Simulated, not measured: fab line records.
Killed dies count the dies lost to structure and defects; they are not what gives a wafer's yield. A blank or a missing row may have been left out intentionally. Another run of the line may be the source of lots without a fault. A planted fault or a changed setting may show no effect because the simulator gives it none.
Chamber matching / flow n5 finfet / rie diel-04 running N5_BEOL_M0_TRENCH_ETCH_107: 4 sister chambers
The step etches SiOC in C4F6/O2, target depth 32.8 nm, time 16.4 s. 8 wafers are shown with their chamber, then 10 later ones without.

EACH WAFER AND ITS CHAMBER
wafer=L082.2; chamber=1; drypump motor current A (A)=5.6; throttle valve pct (%)=20.78
wafer=L082.5; chamber=3; drypump motor current A (A)=5.7; throttle valve pct (%)=20.62
wafer=L082.6; chamber=0; drypump motor current A (A)=5.6; throttle valve pct (%)=21.35
wafer=L083.1; chamber=0; drypump motor current A (A)=5.6; throttle valve pct (%)=21.33
wafer=L083.3; chamber=3; drypump motor current A (A)=5.6; throttle valve pct (%)=20.60
wafer=L083.5; chamber=2; drypump motor current A (A)=6.5; throttle valve pct (%)=20.84
wafer=L086.2; chamber=2; drypump motor current A (A)=6.5; throttle valve pct (%)=20.84
wafer=L086.5; chamber=1; drypump motor current A (A)=5.6; throttle valve pct (%)=20.78

WAFERS WITH NO CHAMBER GIVEN
wafer=L086.6; drypump motor current A (A)=6.5; throttle valve pct (%)=20.83
wafer=L089.1; drypump motor current A (A)=5.6; throttle valve pct (%)=20.79
wafer=L089.3; drypump motor current A (A)=5.6; throttle valve pct (%)=20.62
wafer=L089.6; drypump motor current A (A)=5.6; throttle valve pct (%)=20.80
wafer=L092.1; drypump motor current A (A)=5.6; throttle valve pct (%)=20.80
wafer=L092.2; drypump motor current A (A)=5.6; throttle valve pct (%)=21.01
wafer=L092.3; drypump motor current A (A)=6.5; throttle valve pct (%)=20.88
wafer=L097.3; drypump motor current A (A)=5.6; throttle valve pct (%)=20.64
wafer=L097.4; drypump motor current A (A)=5.6; throttle valve pct (%)=21.04
wafer=L097.5; drypump motor current A (A)=5.6; throttle valve pct (%)=20.82

WHICH CHAMBER EACH WENT THROUGH
wafer=L086.6; from the rows above=2; in truth=2
wafer=L089.1; from the rows above=1; in truth=1
wafer=L089.3; from the rows above=3; in truth=3
wafer=L089.6; from the rows above=1; in truth=1
wafer=L092.1; from the rows above=1; in truth=1
wafer=L092.2; from the rows above=1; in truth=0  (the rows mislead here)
wafer=L092.3; from the rows above=2; in truth=2
wafer=L097.3; from the rows above=3; in truth=3
wafer=L097.4; from the rows above=1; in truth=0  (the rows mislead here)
wafer=L097.5; from the rows above=1; in truth=1
Placed correctly: 8 of 10. Left unplaced by these rows: 0. 2 placed wrongly.
How it was worked out, from the rows above alone: a wafer's distance from a chamber is the root of the sum, over the readings, of the square of ((its reading less the chamber's mean) divided by the reading's scatter). The wafer belongs to the nearest chamber; if the next one is less than 2 further off, it can't be placed. Each chamber's mean is taken over the wafers shown for it. The scatter is the square root of a quotient: the sum, over the shown wafers, of each reading's squared deviation from its chamber's mean, divided by wafers minus chambers.
